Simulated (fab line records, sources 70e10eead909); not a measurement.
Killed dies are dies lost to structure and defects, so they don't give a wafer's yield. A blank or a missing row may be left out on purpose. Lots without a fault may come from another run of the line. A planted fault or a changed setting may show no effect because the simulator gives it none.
Which tool did it? | flow nand_harc | 6 lots, 18 wafers sampled, at 2 steps of a route of 1302

WHAT THE GAUGES READ, wafer by wafer
NHARC_P_GATE_CD_MEAS_91: target cd 2000 nm.
lot  | measured     | on        | cd_nm (nm)
L398 | day 6 03:54  | cd_sem-02 | 2004.9 2003.4 2004.6
L409 | day 10 15:18 | cd_sem-01 | 2002.3 1998.6 2002.8
L410 | day 11 14:25 | cd_sem-02 | 2000.3 2002.4 2000.7
L414 | day 12 19:04 | cd_sem-01 | 1997.5 2000.8 2001.9
L416 | day 13 11:23 | cd_sem-01 | 1997.0 1996.3 1998.1
L419 | day 14 21:34 | cd_sem-02 | 1996.9 1996.0 1997.9

WHICH TOOL RAN EACH LOT (tool, then ch and the chambers of the sampled wafers, then the start)
lot  | NHARC_P_GATE_EXPOSE_88
L398 | krf_scanner-04 ch 0, day 6 03:44
L409 | krf_scanner-03 ch 0, day 10 15:09
L410 | krf_scanner-02 ch 0, day 11 14:16
L414 | krf_scanner-02 ch 0, day 12 18:55
L416 | krf_scanner-03 ch 0, day 13 11:14
L419 | krf_scanner-03 ch 0, day 14 21:24
- NHARC_P_GATE_EXPOSE_88: exposes mask P HVN, target cd 2000 nm.

THE ANSWER, worked out from the rows above alone
Rule: what is usual is taken from the lots themselves. Put in order of their means at a reading, lots are off if they are a third of the lots or fewer, leave a main group of 4 or more, and stand apart from it by a gap of 3 or more times the standard deviation of the main group's means; of several such gaps the widest counts. A main group whose means are all the same, to the digits that the tables above print for the reading, isn't used. A lot without any number at a reading at which 4 lots or more have one is off too. The other lots that the step has rows for count as sound.
No lot is off at any reading shown: from this, nothing can be told.

WHAT THE SIMULATOR HAD PUT IN
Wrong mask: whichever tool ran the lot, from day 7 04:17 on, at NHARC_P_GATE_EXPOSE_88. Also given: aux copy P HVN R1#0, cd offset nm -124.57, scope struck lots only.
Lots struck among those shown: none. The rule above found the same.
